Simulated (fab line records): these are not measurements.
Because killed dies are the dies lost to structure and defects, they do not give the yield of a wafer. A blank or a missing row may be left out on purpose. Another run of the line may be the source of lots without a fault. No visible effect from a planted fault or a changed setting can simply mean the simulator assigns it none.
fab line records	flow nand-harc
record lots=24	wafers=72	last-day=34
route steps=1302 shown A_STAIRCASE@788 A_SGD_CUT@890 A_SLIT@942
lots untouched by any fault: they come from a run of this same line in which no faults occurred
start-h: hours from the record's opening day to when the first of the lot's shown wafers began	wait-h: time in hours since the lot's previous step	" repeats the value in the row above	L1.1+2: a row that stands for several wafers	- no value, or no start was given	* or withheld: withheld	< > ~ a bound
route shown NAME@n: NAME is a module with steps in the file, n the number in the route of the first one	usual: mean/standard deviation taken from wafers without a fault	same: alike in all rows	chamber/n: place in a boat	sites: each site's reading	_std_site: how widely they spread, as a standard deviation	_edge_site: inner sites' mean taken away from outer sites' mean	radius-mm: for every site, how far away it sits from the centre of the wafer	mask NAME#n: copy n	behind: the tool/chamber that last shaped the wafer	hold: why the lot went on hold/how many hours it stayed there/how the hold came to an end	device: the transistor (n, p or np) that didn't switch	end of line: the route-end tests of the same wafers	a step given without rows: its recipe and nothing more	killed: count of dies lost to structure and defects at first sort (not the wafer's yield)	map: shows each die of a wafer: x if killed, . if not, _ if none is there
set.NAME: setting as actually run; set.NAME@STEP: the setting as run at that earlier step	model.NAME: the simulator's own value behind a step, which no gauge read
a sample of lots followed through the steps of the route, with each step as a table and each wafer as a row
services: a tool's chamber out of use, with start hour (start-h, from the record's first day; less than 0 if before it), hours out, and reason
## steps
# step NHARC_A_STAIRCASE_ETCH_451
# recipe target-depth-a=300	overetch-a=30	time-s=16.5	ion-energy-ev=100	cf4-flow-sccm=80	o2-flow-sccm=20	ar-flow-sccm=0	rf-w=300	bias-w=100	chemistry=CF4/O2
# usual drypump-motor-current-A=6.0/0.32	oes-product-au=1.004/0.013	rf-vpp-V=197.7/1.5	showerhead-plenum-p-Torr=1.33/0.063	throttle-valve-pct=13.397/0.0091
lot.wafer	tool	chamber	start-h	wait-h	drypump-motor-current-A	oes-product-au	rf-hours-counter-h	rf-vpp-V	showerhead-plenum-p-Torr	throttle-valve-pct
L074.2	rie-diel-03	2	-	-	6.0	1.018	32	197.4	1.28	13.391
L074.1	"	0	"	"	6.2	1.026	31	197.2	1.30	13.415
L074.6	"	2	"	"	6.0	1.015	-	196.2	1.28	13.407
L075.1	rie-diel-12	0	-	-	6.0	1.004	33	199.3	1.37	13.395
L075.2	"	1	"	"	5.7	0.993	31	195.9	1.27	13.408
L075.6	"	2	"	"	5.4	1.016	-	195.7	1.30	13.383
L076.3	rie-diel-03	0	-	-	6.1	1.028	35	197.9	1.30	13.402
L076.4	"	3	"	"	5.9	1.006	36	197.5	1.41	13.409
L076.5	"	0	"	"	6.1	1.022	-	195.8	1.30	13.377
L077.2	rie-diel-13	1	-	-	6.4	0.994	14	200.7	1.44	13.390
L077.1	"	2	"	"	6.5	1.006	17	198.2	1.33	13.409
L077.4	"	0	"	"	6.3	0.989	14	198.1	1.37	13.398
L078.2	rie-diel-12	2	402.91	0.1	5.4	1.011	41	196.8	1.30	13.395
L078.5	"	0	"	"	6.1	0.991	-	198.3	1.37	13.411
L078.6	"	2	"	"	5.4	1.004	-	196.8	1.30	13.385
L080.2	rie-diel-13	0	-	-	6.3	1.002	19	199.1	1.37	13.409
L080.4	"	2	"	"	6.5	1.007	21	198.8	1.33	13.393
L080.6	"	0	"	"	6.3	0.992	-	198.3	1.37	13.376
L079.4	rie-diel-03	3	-	-	5.9	1.007	54	198.8	1.41	13.389
L079.3	"	0	"	"	6.2	1.005	50	196.8	1.30	13.382
L079.2	"	2	"	"	6.0	0.995	51	196.3	1.27	13.394
L081.1	rie-diel-03	3	-	-	5.9	1.017	57	198.4	1.41	13.392
L081.5	"	3	"	"	5.9	1.017	-	200.1	1.41	13.391
L081.6	"	0	"	"	6.2	1.020	-	197.6	1.30	13.394
L082.4	rie-diel-12	1	-	-	5.7	1.003	0	196.1	1.27	13.414
L082.1	"	3	"	"	5.7	0.997	0	199.2	1.35	13.395
L082.5	"	2	"	"	5.4	0.992	-	198.1	1.29	13.410
L083.3	rie-diel-12	3	-	-	5.7	0.983	2	198.2	1.35	13.402
L083.1	"	0	"	"	6.0	1.005	1	198.6	1.37	13.399
L083.5	"	3	"	"	5.7	0.993	-	198.8	1.35	13.396
L084.2	rie-diel-13	1	-	-	6.4	0.983	32	199.8	1.44	13.416
L084.6	"	2	"	"	6.4	1.019	-	198.9	1.32	13.404
L084.5	"	3	"	"	5.6	1.005	-	197.2	1.24	13.399
L085.3	rie-diel-03	2	-	-	6.0	0.990	3	195.8	1.27	13.398
L085.2	"	1	"	"	6.2	1.000	4	198.9	1.44	13.419
L085.5	"	3	"	"	5.9	0.987	-	200.5	1.40	13.412
L086.2	rie-diel-13	2	-	-	6.5	1.011	47	197.0	1.32	13.411
L086.4	"	1	"	"	6.4	0.984	34	199.6	1.44	13.397
L086.5	"	2	"	"	6.5	1.007	-	197.5	1.32	13.401
L087.2	rie-diel-12	1	-	-	5.7	0.995	16	196.2	1.27	13.394
L087.1	"	2	"	"	5.4	0.991	14	196.2	1.29	13.396
L087.5	"	1	"	"	5.7	0.993	-	197.9	1.27	13.395
L088.3	rie-diel-03	3	-	-	5.9	0.995	9	199.5	1.40	13.394
L088.4	"	1	"	"	6.2	1.018	10	199.7	1.44	13.390
L088.1	"	2	"	"	6.0	0.993	9	196.2	1.27	13.397
L090.1	rie-diel-03	2	-	-	6.0	0.997	23	196.6	1.27	13.399
L090.3	"	0	"	"	6.2	1.033	21	196.5	1.29	13.397
L090.5	"	2	"	"	6.0	0.996	-	195.4	1.27	13.410
L089.1	rie-diel-03	0	-	-	6.1	1.026	22	197.1	1.29	13.398
L089.6	"	0	"	"	6.1	1.032	-	196.3	1.29	13.384
L089.5	"	1	"	"	6.2	1.011	-	201.0	1.44	13.394
L091.4	rie-diel-12	1	-	-	5.7	0.998	30	196.5	1.26	13.392
L091.6	"	0	"	"	6.0	1.004	-	197.8	1.36	13.408
L091.5	"	1	"	"	5.7	0.987	-	194.0	1.26	13.400
L093.2	rie-diel-13	0	-	-	6.3	1.036	12	197.6	1.36	13.385
L093.5	"	1	"	"	6.4	1.003	-	199.4	1.43	13.403
L093.6	"	2	"	"	6.5	1.015	-	197.9	1.32	13.398
L092.3	rie-diel-12	2	-	-	5.4	0.979	30	197.6	1.29	13.400
L092.1	"	3	"	"	5.7	1.009	34	197.2	1.34	13.409
L092.5	"	3	"	"	5.7	1.017	-	198.5	1.34	13.390
L094.2	rie-diel-13	2	-	-	6.5	0.998	16	197.6	1.32	13.407
L094.3	"	0	"	"	6.3	1.027	16	198.0	1.36	13.375
L094.5	"	1	"	"	6.4	1.000	-	201.3	1.43	13.402
L096.4	rie-diel-03	3	-	-	5.9	1.003	35	200.1	1.39	13.378
L096.1	"	2	"	"	6.0	0.988	40	195.4	1.26	13.396
L096.6	"	3	"	"	5.9	1.007	-	200.8	1.39	13.395
L097.2	rie-diel-12	0	-	-	6.0	1.005	39	198.0	1.36	13.386
L097.4	"	1	"	"	5.7	0.990	41	196.7	1.26	13.400
L097.3	"	3	"	"	5.7	1.009	42	198.7	1.34	13.386
L095.1	rie-diel-13	3	-	-	5.6	1.001	24	198.8	1.44	13.391
L095.4	"	2	"	"	6.5	0.998	22	196.8	1.32	13.398
L095.6	"	3	"	"	5.6	0.990	-	199.3	1.44	13.387
# step NHARC_A_STAIRCASE_ETCH_273
# recipe target-depth-a=1.02e+05	time-s=2468.6	ion-energy-ev=800	c4f8-flow-sccm=80	o2-flow-sccm=60	ar-flow-sccm=withheld	rf-w=600	bias-w=3000	chemistry=C4F8/O2/Ar
# usual oes-product-au=0.937/0.014	rf-vpp-V=1827/12
lot.wafer	tool	chamber	start-h	wait-h	oes-product-au	rf-hours-counter-h	rf-vpp-V
L074.2	rie-diel-03	3	-	-	0.925	32	1840
L074.1	"	0	"	"	0.956	31	1820
L074.6	"	3	"	"	0.937	-	1843
L075.1	rie-diel-12	2	-	-	0.964	34	1821
L075.2	"	0	"	"	0.931	33	1835
L075.6	"	2	"	"	0.954	-	1819
L076.3	rie-diel-03	1	-	-	0.927	35	1808
L076.4	"	2	"	"	0.947	36	1816
L076.5	"	3	"	"	0.935	-	1840
L077.2	rie-diel-13	0	-	-	0.928	14	1833
L077.4	"	1	"	"	0.925	14	1845
L077.1	"	2	"	"	0.938	18	1824
L078.2	rie-diel-12	2	403.34	0.4	0.941	42	1821
L078.5	"	0	404.40	1.5	0.916	-	1834
L078.6	"	2	"	"	0.944	-	1818
L080.4	rie-diel-13	2	-	-	0.944	22	1824
L080.2	"	3	"	"	0.930	23	1810
L080.6	"	0	"	"	0.927	-	1832
L079.3	rie-diel-03	3	-	-	0.928	54	1841
L079.4	"	0	"	"	0.944	51	1822
L079.2	"	1	"	"	0.905	49	1807
L081.1	rie-diel-03	0	-	-	0.965	53	1822
L081.6	"	2	"	"	0.942	-	1814
L081.5	"	3	"	"	0.964	-	1841
L082.4	rie-diel-12	3	-	-	0.938	0	1830
L082.1	"	1	"	"	0.935	0	1814
L082.5	"	3	"	"	0.929	-	1829
L083.3	rie-diel-12	1	-	-	0.921	2	1815
L083.1	"	3	"	"	0.920	2	1830
L083.5	"	1	"	"	0.917	-	1814
L084.2	rie-diel-13	0	-	-	0.927	45	1832
L084.5	"	1	"	"	0.918	-	1846
L084.6	"	2	"	"	0.936	-	1824
L085.2	rie-diel-03	1	-	-	0.955	4	1847
L085.3	"	3	"	"	0.936	4	1839
L085.5	"	0	"	"	0.967	-	1821
L086.4	rie-diel-13	1	-	-	0.944	34	1847
L086.2	"	2	"	"	0.955	48	1823
L086.5	"	0	"	"	0.950	-	1831
L087.2	rie-diel-12	1	-	-	0.927	17	1811
L087.1	"	3	"	"	0.952	14	1829
L087.5	"	1	"	"	0.933	-	1813
L088.4	rie-diel-03	2	-	-	0.924	9	1814
L088.3	"	0	"	"	0.956	11	1819
L088.1	"	1	"	"	0.947	11	1848
L090.3	rie-diel-03	3	-	-	0.909	23	1837
L090.1	"	1	"	"	0.928	21	1846
L090.5	"	2	"	"	0.913	-	1813
L089.1	rie-diel-03	3	-	-	0.918	25	1838
L089.5	"	2	"	"	0.924	-	1812
L089.6	"	3	"	"	0.920	-	1839
L091.4	rie-diel-12	3	-	-	0.950	29	1828
L091.6	"	2	"	"	0.934	-	1818
L091.5	"	3	"	"	0.940	-	1829
L093.2	rie-diel-13	2	-	-	0.930	14	1824
L093.5	"	3	"	"	0.931	-	1848
L093.6	"	0	"	"	0.947	-	1829
L092.1	rie-diel-12	2	-	-	0.918	31	1817
L092.3	"	3	"	"	0.952	35	1829
L092.5	"	0	"	"	0.957	-	1831
L094.3	rie-diel-13	3	-	-	0.922	17	1847
L094.2	"	0	"	"	0.946	16	1831
L094.5	"	2	"	"	0.938	-	1823
L096.4	rie-diel-03	3	-	-	0.938	36	1838
L096.1	"	1	"	"	0.942	36	1844
L096.6	"	3	"	"	0.954	-	1838
L097.2	rie-diel-12	0	-	-	0.948	39	1832
L097.3	"	1	"	"	0.924	42	1812
L097.4	"	2	"	"	0.938	38	1817
L095.4	rie-diel-13	3	-	-	0.938	24	1846
L095.1	"	0	"	"	0.953	22	1830
L095.6	"	3	"	"	0.933	-	1846
# step NHARC_A_STAIRCASE_ALD_420
# recipe target-thk-a=200	pulse-time-s=6	ald-cycles=200	temp-c=300	material=SiO2
# usual heater-power-w=484/50	precursor-pulse-height-rel=1.001/0.018
lot.wafer	tool	chamber	start-h	wait-h	heater-power-w	precursor-pulse-height-rel
L074.2	ald-hk-02	0	395.15	-	419	1.004
L074.1	"	3	"	"	542	1.041
L074.6	"	1	"	"	408	1.029
L075.1	ald-hk-01	2	405.09	-	538	1.006
L075.2	"	3	"	"	509	0.997
L075.6	"	1	"	"	438	1.037
L076.4	ald-hk-02	0	411.13	-	419	0.987
L076.3	"	2	"	"	461	1.009
L076.5	"	3	"	"	543	0.983
L077.2	ald-hk-02	2	421.99	-	455	0.996
L077.1	"	3	"	"	563	1.006
L077.4	"	0	"	"	422	0.971
L078.2	ald-hk-01	0	422.00	-	463	1.018
L078.6	"	2	"	"	546	0.999
L078.5	"	3	"	"	511	1.038
L080.2	ald-hk-01	2	434.31	-	547	1.016
L080.4	"	3	"	"	514	0.981
L080.6	"	2	"	"	533	0.993
L079.3	ald-hk-01	1	435.10	-	426	0.961
L079.4	"	2	"	"	553	0.992
L079.2	"	0	"	"	450	1.031
L081.1	ald-hk-01	2	452.60	-	547	0.995
L081.6	"	1	"	"	437	1.037
L081.5	"	2	"	"	546	1.030
L082.4	ald-hk-04	0	481.38	-	491	1.004
L082.1	"	3	"	"	477	1.020
L082.5	"	0	"	"	502	0.989
L083.1	ald-hk-02	2	482.07	-	459	0.995
L083.3	"	0	"	"	420	1.025
L083.5	"	2	"	"	468	0.967
L084.2	ald-hk-01	0	493.99	-	440	0.994
L084.6	"	0	"	"	433	0.982
L084.5	"	1	"	"	449	1.027
L085.3	ald-hk-04	0	499.62	-	492	1.009
L085.2	"	2	"	"	536	0.978
L085.5	"	0	"	"	502	0.993
L086.2	ald-hk-02	1	505.76	-	412	1.007
L086.4	"	2	"	"	451	0.991
L086.5	"	0	"	"	422	0.980
L087.2	ald-hk-04	1	531.70	-	472	0.998
L087.1	"	2	"	"	536	0.979
L087.5	"	1	"	"	490	1.010
L088.4	ald-hk-01	3	532.24	-	482	0.998
L088.3	"	1	"	"	464	0.998
L088.1	"	2	"	"	559	0.976
L090.1	ald-hk-04	1	560.41	-	489	1.014
L090.3	"	3	"	"	471	1.001
L090.5	"	1	"	"	494	1.006
L089.1	ald-hk-04	1	562.38	-	474	1.028
L089.6	"	1	"	"	475	1.008
L089.5	"	2	"	"	544	1.005
L091.4	ald-hk-02	1	570.05	-	424	0.988
L091.6	"	3	"	"	562	1.036
L091.5	"	0	"	"	421	1.002
L093.2	ald-hk-04	0	580.72	-	521	1.035
L093.5	"	1	"	"	479	1.004
L093.6	"	2	"	"	543	1.005
L092.1	ald-hk-01	3	584.02	-	481	0.990
L092.3	"	0	"	"	456	0.986
L092.5	"	1	"	"	445	0.998
L094.2	ald-hk-02	0	588.00	-	436	1.009
L094.3	"	1	"	"	426	1.005
L094.5	"	2	"	"	472	1.004
L096.4	ald-hk-01	3	609.39	-	490	0.985
L096.1	"	0	"	"	440	1.009
L096.6	"	2	"	"	556	0.961
L097.3	ald-hk-01	1	611.82	-	451	0.973
L097.4	"	2	"	"	571	0.974
L097.2	"	0	"	"	443	0.981
L095.4	ald-hk-02	0	619.41	-	437	1.000
L095.1	"	2	"	"	472	0.966
L095.6	"	1	"	"	414	1.017
# step NHARC_A_SGD_CUT_DEP_00
# recipe target-thk-a=500	temp-c=400	target-thk-nm=50	flow-sccm=200	rf-w=450	material=SiNx
# usual heater-power-w=675/96
lot.wafer	tool	chamber	start-h	wait-h	heater-power-w
L074.1	pecvd-03	1	440.66	0.1	614
L074.2	"	0	"	"	717
L074.6	"	2	"	"	491
L075.2	pecvd-01	0	440.91	0.1	709
L075.1	"	2	"	"	767
L075.6	"	0	"	"	717
L076.3	pecvd-01	1	455.58	0.1	643
L076.4	"	0	"	"	732
L076.5	"	2	"	"	734
L077.2	pecvd-03	1	464.85	0.1	669
L077.1	"	2	"	"	547
L077.4	"	2	"	"	553
L078.2	pecvd-02	2	465.14	0.1	731
L078.5	"	0	"	"	848
L078.6	"	2	"	"	732
L080.2	pecvd-03	2	476.90	0.1	476
L080.4	"	0	"	"	705
L080.6	"	2	"	"	471
L079.2	pecvd-01	1	477.15	0.1	602
L079.3	"	1	"	"	640
L079.4	"	0	"	"	693
L081.1	pecvd-03	2	496.24	0.1	548
L081.5	"	2	"	"	557
L081.6	"	0	"	"	757
L082.1	pecvd-03	1	526.74	0.1	660
L082.5	"	1	"	"	664
L082.4	"	2	"	"	534
L083.1	pecvd-03	1	528.44	0.1	668
L083.3	"	0	"	"	625
L083.5	"	2	"	"	545
L084.2	pecvd-03	0	538.27	0.2	726
L084.6	"	2	"	"	526
L084.5	"	0	"	"	723
L086.2	pecvd-03	1	546.55	0.1	639
L086.5	"	0	"	"	686
L086.4	"	2	"	"	524
L085.3	pecvd-01	2	547.58	0.1	685
L085.2	"	0	"	"	705
L085.5	"	0	"	"	710
L088.1	pecvd-03	2	575.77	0.1	445
L088.3	"	0	"	"	732
L088.4	"	0	"	"	751
L087.2	pecvd-01	2	576.61	0.1	747
L087.1	"	0	"	"	651
L087.5	"	2	"	"	768
L090.3	pecvd-03	1	610.13	0.1	566
L090.1	"	2	"	"	552
L090.5	"	1	"	"	591
L089.1	pecvd-02	2	613.00	0.1	754
L089.6	"	1	"	"	739
L089.5	"	0	"	"	887
L091.4	pecvd-03	0	618.78	0.1	727
L091.5	"	1	"	"	581
L091.6	"	2	"	"	556
L093.2	pecvd-03	2	626.32	0.1	553
L093.5	"	0	"	"	668
L093.6	"	1	"	"	660
L094.3	pecvd-01	0	626.43	0.1	656
L094.2	"	1	"	"	758
L094.5	"	0	"	"	650
L092.1	pecvd-01	2	627.64	0.1	795
L092.3	"	1	"	"	730
L092.5	"	2	"	"	794
L097.3	pecvd-02	0	656.13	0.1	942
L097.2	"	1	"	"	755
L097.4	"	0	"	"	947
L096.1	pecvd-01	1	656.20	0.1	674
L096.6	"	2	"	"	709
L096.4	"	0	"	"	759
L095.1	pecvd-01	2	660.53	0.1	804
L095.6	"	0	"	"	797
L095.4	"	1	"	"	720
# step NHARC_A_SGD_CUT_CD_MEAS_09
# recipe target-cd-nm=100	landing-energy-ev=500
# usual cd-nm=100.1/0.75
lot.wafer	tool	chamber	start-h	wait-h	cd-nm
L074.1	cd-sem-02	0	441.26	-	100.0
L074.2	"	0	"	"	99.9
L074.6	"	0	"	"	100.7
L075.1	cd-sem-02	0	441.65	-	99.5
L075.2	"	0	"	"	100.3
L075.6	"	0	"	"	99.8
L076.3	cd-sem-01	0	456.15	-	99.3
L076.4	"	0	"	"	100.0
L076.5	"	0	"	"	99.7
L077.1	cd-sem-01	0	465.44	-	100.5
L077.2	"	0	"	"	100.4
L077.4	"	0	"	"	99.5
L078.2	cd-sem-02	0	465.81	-	99.6
L078.5	"	0	"	"	100.6
L078.6	"	0	"	"	100.6
L080.2	cd-sem-02	0	477.44	-	100.1
L080.4	"	0	"	"	100.9
L080.6	"	0	"	"	100.3
L079.2	cd-sem-01	0	477.97	-	100.4
L079.3	"	0	"	"	100.6
L079.4	"	0	"	"	100.3
L081.1	cd-sem-01	0	496.93	-	100.1
L081.5	"	0	"	"	99.8
L081.6	"	0	"	"	100.5
L082.1	cd-sem-02	0	527.43	-	100.7
L082.4	"	0	"	"	100.6
L082.5	"	0	"	"	100.9
L083.1	cd-sem-01	0	529.15	-	101.0
L083.3	"	0	"	"	100.6
L083.5	"	0	"	"	100.9
L084.2	cd-sem-02	0	538.84	-	98.7
L084.5	"	0	"	"	99.2
L084.6	"	0	"	"	99.1
L086.2	cd-sem-01	0	547.25	-	99.9
L086.4	"	0	"	"	100.1
L086.5	"	0	"	"	98.4
L085.2	cd-sem-02	0	548.29	-	101.3
L085.3	"	0	"	"	101.1
L085.5	"	0	"	"	101.1
L088.1	cd-sem-03	0	576.46	-	100.3
L088.3	"	0	"	"	100.1
L088.4	"	0	"	"	100.2
L087.1	cd-sem-02	0	577.42	-	98.2
L087.2	"	0	"	"	99.3
L087.5	"	0	"	"	99.4
L090.1	cd-sem-03	0	610.85	-	99.6
L090.3	"	0	"	"	98.6
L090.5	"	0	"	"	98.9
L089.1	cd-sem-02	0	613.69	-	100.5
L089.5	"	0	"	"	101.1
L089.6	"	0	"	"	101.0
L091.4	cd-sem-02	0	619.42	-	98.9
L091.5	"	0	"	"	99.7
L091.6	"	0	"	"	99.7
L093.2	cd-sem-03	0	626.86	-	98.6
L093.5	"	0	"	"	99.5
L093.6	"	0	"	"	100.0
L094.2	cd-sem-02	0	627.15	-	101.1
L094.3	"	0	"	"	101.3
L094.5	"	0	"	"	100.3
L092.1	cd-sem-03	0	628.36	-	100.7
L092.3	"	0	"	"	99.8
L092.5	"	0	"	"	100.4
L097.2	cd-sem-02	0	656.85	-	99.5
L097.3	"	0	"	"	100.2
L097.4	"	0	"	"	100.1
L096.1	cd-sem-01	0	657.01	-	100.4
L096.4	"	0	"	"	100.5
L096.6	"	0	"	"	101.1
L095.1	cd-sem-03	0	661.19	-	100.4
L095.4	"	0	"	"	101.1
L095.6	"	0	"	"	100.8
# step NHARC_A_SLIT_ETCH_29
# recipe target-depth-a=1000	overetch-a=100	time-s=55	ion-energy-ev=100	cf4-flow-sccm=80	o2-flow-sccm=20	ar-flow-sccm=0	rf-w=300	bias-w=100	chemistry=CF4/O2
# usual drypump-motor-current-A=5.7/0.51	oes-product-au=1.001/0.014	rf-vpp-V=198.2/1.5	showerhead-plenum-p-Torr=1.35/0.067	throttle-valve-pct=13.395/0.0091
lot.wafer	tool	chamber	start-h	wait-h	drypump-motor-current-A	oes-product-au	rf-hours-counter-h	rf-vpp-V	showerhead-plenum-p-Torr	throttle-valve-pct
L075.1	rie-diel-09	1	459.05	0.1	5.2	1.018	7.2	198.5	1.43	13.402
L075.2	"	2	"	"	6.7	0.992	7.8	197.1	1.30	13.398
L075.6	"	3	"	"	5.3	0.999	-	198.7	1.40	13.387
L074.2	rie-diel-08	1	462.84	0.1	5.9	1.009	5.4	197.8	1.26	13.394
L074.1	"	2	"	"	6.5	1.007	6.3	197.9	1.38	13.385
L074.6	"	0	"	"	5.5	1.024	-	200.1	1.43	13.401
L076.3	rie-diel-09	0	473.73	0.1	5.9	1.026	9.4	198.7	1.40	13.420
L076.5	"	0	"	"	5.9	1.033	-	197.6	1.40	13.412
L076.4	"	2	"	"	6.7	0.988	-	196.9	1.30	13.399
L077.1	rie-diel-08	2	486.36	0.1	6.5	0.994	6.6	197.3	1.38	13.383
L077.4	"	3	"	"	6.3	0.984	6.4	199.0	1.40	13.408
L077.2	"	1	"	"	5.9	1.010	5.9	196.4	1.26	13.383
L078.2	rie-diel-08	3	490.17	0.1	6.2	0.980	6.5	198.5	1.40	13.407
L078.5	"	0	"	"	5.6	1.018	-	199.0	1.43	13.385
L078.6	"	1	"	"	5.9	0.999	-	195.0	1.26	13.384
L079.4	rie-diel-10	1	502.77	0.1	5.7	0.991	5.6	195.7	1.24	13.401
L079.3	"	3	"	"	5.8	1.021	5.6	198.4	1.33	13.392
L079.2	"	0	"	"	5.6	0.994	4.8	199.9	1.41	13.388
L080.2	rie-diel-10	3	505.72	0.1	5.8	1.021	5.8	199.0	1.33	13.406
L080.4	"	0	"	"	5.6	0.999	5.0	200.7	1.41	13.395
L080.6	"	2	"	"	4.9	0.996	-	196.5	1.27	13.395
L081.1	rie-diel-10	0	514.44	0.1	5.6	1.005	5.8	200.5	1.41	13.390
L081.6	"	1	"	"	5.7	1.002	-	195.5	1.24	13.375
L081.5	"	2	"	"	4.9	1.009	-	196.8	1.27	13.387
L082.1	rie-diel-10	2	545.05	0.1	4.8	1.001	8.1	196.8	1.27	13.375
L082.4	"	2	"	"	4.8	0.992	-	195.3	1.27	13.394
L082.5	"	3	"	"	5.8	1.033	-	198.1	1.33	13.386
L083.3	rie-diel-09	2	548.87	0.1	6.6	0.989	3.1	198.4	1.30	13.400
L083.1	"	3	"	"	5.3	0.989	3.6	198.4	1.40	13.392
L083.5	"	2	"	"	6.7	0.982	-	198.8	1.30	13.392
L084.2	rie-diel-09	1	558.03	0.1	5.2	0.998	3.5	199.7	1.43	13.401
L084.6	"	3	"	"	5.3	1.003	-	198.5	1.40	13.383
L084.5	"	0	"	"	5.9	1.007	-	199.5	1.40	13.404
L085.2	rie-diel-09	2	566.66	0.1	6.6	0.995	4.0	198.2	1.30	13.399
L085.3	"	0	"	"	5.8	1.004	4.2	198.0	1.40	13.400
L085.5	"	2	"	"	6.7	0.981	-	198.4	1.30	13.375
L086.4	rie-diel-10	3	567.64	0.1	5.8	1.031	9.7	196.7	1.32	13.398
L086.2	"	1	"	"	5.7	1.006	7.8	196.0	1.24	13.395
L086.5	"	3	"	"	5.8	1.025	-	197.4	1.32	13.400
L088.1	rie-diel-09	3	594.02	0.1	5.3	1.003	5.5	199.3	1.40	13.406
L088.3	"	0	"	"	5.8	1.014	5.3	198.5	1.40	13.399
L088.4	"	1	"	"	5.2	1.008	4.5	200.2	1.43	13.386
L087.2	rie-diel-10	1	596.03	0.1	5.7	1.014	10.1	196.4	1.24	13.390
L087.1	"	0	"	"	5.6	1.014	11.6	199.2	1.40	13.402
L087.5	"	2	"	"	4.8	1.005	-	196.9	1.27	13.385
L090.1	rie-diel-08	1	628.88	0.1	5.9	1.009	5.1	196.6	1.26	13.392
L090.3	"	2	"	"	6.5	0.991	6.4	198.6	1.38	13.409
L090.5	"	1	"	"	5.9	1.002	-	196.9	1.26	13.389
L089.1	rie-diel-10	3	629.08	0.1	5.8	1.011	0.8	198.1	1.32	13.398
L089.5	"	3	"	"	5.8	1.007	-	197.1	1.32	13.371
L089.6	"	0	"	"	5.6	0.984	-	198.0	1.40	13.382
L091.4	rie-diel-09	0	640.44	0.1	5.8	1.006	6.8	198.8	1.40	13.406
L091.6	"	1	"	"	5.2	1.006	-	199.2	1.43	13.391
L091.5	"	2	"	"	6.7	0.995	-	197.8	1.30	13.404
L092.3	rie-diel-10	3	648.33	0.1	5.8	0.995	2.5	196.8	1.32	13.406
L092.1	"	2	"	"	4.8	1.000	2.4	196.1	1.27	13.392
L092.5	"	3	"	"	5.8	0.996	-	197.3	1.32	13.399
L094.2	rie-diel-09	3	648.80	0.1	5.3	0.996	7.8	198.5	1.40	13.402
L094.3	"	1	"	"	5.2	1.006	8.0	199.9	1.43	13.412
L094.5	"	3	"	"	5.3	0.993	-	200.9	1.40	13.401
L093.2	rie-diel-08	0	652.17	0.1	5.6	1.005	7.4	200.0	1.43	13.376
L093.5	"	3	"	"	6.3	0.997	-	199.0	1.39	13.384
L093.6	"	0	"	"	5.6	1.008	-	199.6	1.43	13.405
L097.2	rie-diel-08	0	674.56	0.1	5.6	0.990	7.9	198.5	1.43	13.412
L097.3	"	3	"	"	6.2	0.994	8.0	197.9	1.39	13.399
L097.4	"	3	"	"	6.2	0.981	-	199.8	1.39	13.391
L096.4	rie-diel-10	0	674.68	0.1	5.6	0.977	4.2	199.8	1.40	13.382
L096.1	"	2	"	"	4.9	0.985	4.0	195.8	1.26	13.398
L096.6	"	0	"	"	5.6	0.976	-	200.2	1.40	13.399
L095.4	rie-diel-10	2	679.17	0.1	4.8	0.992	4.1	195.8	1.26	13.401
L095.1	"	3	"	"	5.8	1.012	3.8	197.9	1.32	13.389
L095.6	"	1	"	"	5.7	1.004	-	194.6	1.24	13.401
## services
tool	chamber	start-h	hours	kind
pecvd-03	-	366.47	13.0	pm
ald-hk-01	-	367.01	0.5	repair
rie-diel-10	1	388.57	9.0	repair
rie-diel-12	3	391.16	15.7	repair
rie-diel-12	1	393.31	17.1	repair
rie-diel-03	0	407.54	3.3	repair
rie-diel-13	1	436.55	14.8	repair
pecvd-03	1	442.98	3.5	repair
rie-diel-03	-	460.50	9.0	pm
rie-diel-13	1	511.94	4.5	repair
rie-diel-13	-	519.68	9.0	pm
rie-diel-12	0	537.58	4.4	repair
pecvd-03	-	547.50	13.0	pm
rie-diel-03	3	568.58	8.0	repair
pecvd-03	2	596.29	3.0	repair
rie-diel-13	0	613.37	7.5	repair
rie-diel-12	-	623.76	9.0	pm
rie-diel-03	1	628.30	3.7	repair
rie-diel-13	0	632.18	10.7	repair
rie-diel-03	-	637.51	9.0	pm
rie-diel-13	1	639.12	3.0	repair
pecvd-03	-	640.59	1.1	repair
rie-diel-12	-	665.15	0.4	repair
rie-diel-12	0	675.38	4.8	repair
## key
fault none
